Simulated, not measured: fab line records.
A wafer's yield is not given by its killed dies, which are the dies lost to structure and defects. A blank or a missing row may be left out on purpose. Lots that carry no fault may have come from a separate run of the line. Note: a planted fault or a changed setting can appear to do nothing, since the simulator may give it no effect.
Matching of chambers    flow n5Finfet    4 sister chambers for N5_BEOL_M11_DESCUM_33 on rieDiel-04
The step chemistry O2, time 7.9 s. 8 wafers are shown with their chamber, then 9 later ones without.

== WAFERS, EACH WITH ITS CHAMBER ==
wafer   chamber  drypumpMotorCurrentA (A)  throttleValvePct (%)
L083.1  3        5.3                       20.79
L083.3  1        6.3                       20.39
L090.2  3        5.3                       20.79
L090.4  2        6.4                       20.32
L090.6  2        6.4                       20.34
L087.1  1        6.3                       20.41
L087.4  0        6.1                       20.08
L087.5  0        6.0                       20.09

== WAFERS WHOSE CHAMBER IS MISSING ==
wafer   drypumpMotorCurrentA (A)  throttleValvePct (%)
L089.1  6.1                       20.10
L089.3  6.3                       20.41
L089.5  6.1                       20.07
L092.4  6.3                       20.41
L092.5  5.3                       20.81
L092.6  6.1                       20.08
L094.2  6.3                       20.42
L094.4  5.3                       20.83
L094.6  6.3                       20.42

== THE CHAMBER EACH PASSED THROUGH ==
wafer   from the rows above  in truth
L089.1  0                    0
L089.3  1                    1
L089.5  0                    0
L092.4  1                    1
L092.5  3                    3
L092.6  0                    0
L094.2  1                    1
L094.4  3                    3
L094.6  1                    1
Correct placement for 9 of the 9. Not placeable from these rows: 0. 0 placed wrongly.
How it was worked out, from the rows above alone: a wafer's distance from a chamber is the root of the sum, over the readings, of the square of ((its reading less the chamber's mean) divided by the reading's scatter). If the next closest chamber is less than 2 further off than the closest, the wafer can't be placed; otherwise it belongs to the closest. Each chamber's mean is taken over the wafers shown for it. How the scatter is found: for the shown wafers, subtract from each reading the mean of its chamber, square and add these, divide the total by (wafers less chambers), then take the root.
